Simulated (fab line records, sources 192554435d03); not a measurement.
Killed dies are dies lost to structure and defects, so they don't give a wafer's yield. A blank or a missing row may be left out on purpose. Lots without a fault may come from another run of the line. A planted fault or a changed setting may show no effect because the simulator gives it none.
Chamber matching | flow n5_finfet | N5_STI_FIN_REVEAL_ETCHBACK_08 on rie_diel-02: 4 sister chambers
The step etches SiO2 in C4F6/O2, target depth 30.5 nm, time 10.167 s. 8 wafers are shown with their chamber, then 10 later ones without.

WAFERS WITH THEIR CHAMBER
wafer  | chamber | rf_vpp_V (V) | drypump_motor_current_A (A)
L074.1 | 2       | 655          | 5.1
L083.3 | 2       | 656          | 5.1
L086.1 | 0       | 684          | 6.2
L087.1 | 1       | 665          | 5.8
L087.2 | 3       | 634          | 5.3
L087.4 | 0       | 686          | 6.1
L088.1 | 3       | 633          | 5.3
L088.3 | 1       | 667          | 5.8

WAFERS WITHOUT THEIR CHAMBER
wafer  | rf_vpp_V (V) | drypump_motor_current_A (A)
L088.5 | 657          | 5.1
L089.2 | 665          | 5.8
L089.3 | 658          | 5.1
L089.6 | 656          | 5.1
L093.1 | 656          | 5.1
L093.5 | 633          | 5.3
L093.6 | 684          | 6.1
L096.1 | 655          | 5.1
L096.3 | 683          | 6.2
L096.5 | 684          | 6.1

WHICH CHAMBER EACH WENT THROUGH
wafer  | from the rows above | in truth
L088.5 | 2                   | 2
L089.2 | 1                   | 1
L089.3 | 2                   | 2
L089.6 | 2                   | 2
L093.1 | 2                   | 2
L093.5 | 3                   | 3
L093.6 | 0                   | 0
L096.1 | 2                   | 2
L096.3 | 0                   | 0
L096.5 | 0                   | 0
Placed correctly: 10 of 10. Can't be placed from these rows: 0. Placed wrongly: 0.
How it was worked out, from the rows above alone: a wafer's distance from a chamber is the root of the sum, over the readings, of the square of ((its reading less the chamber's mean) divided by the reading's scatter). The wafer belongs to the nearest chamber; if the next one is less than 2 further off, it can't be placed. A chamber's mean is the mean of its shown wafers. The scatter: the root of (the sum of the squares of (reading less its chamber's mean) over the shown wafers, divided by (wafers less chambers)).
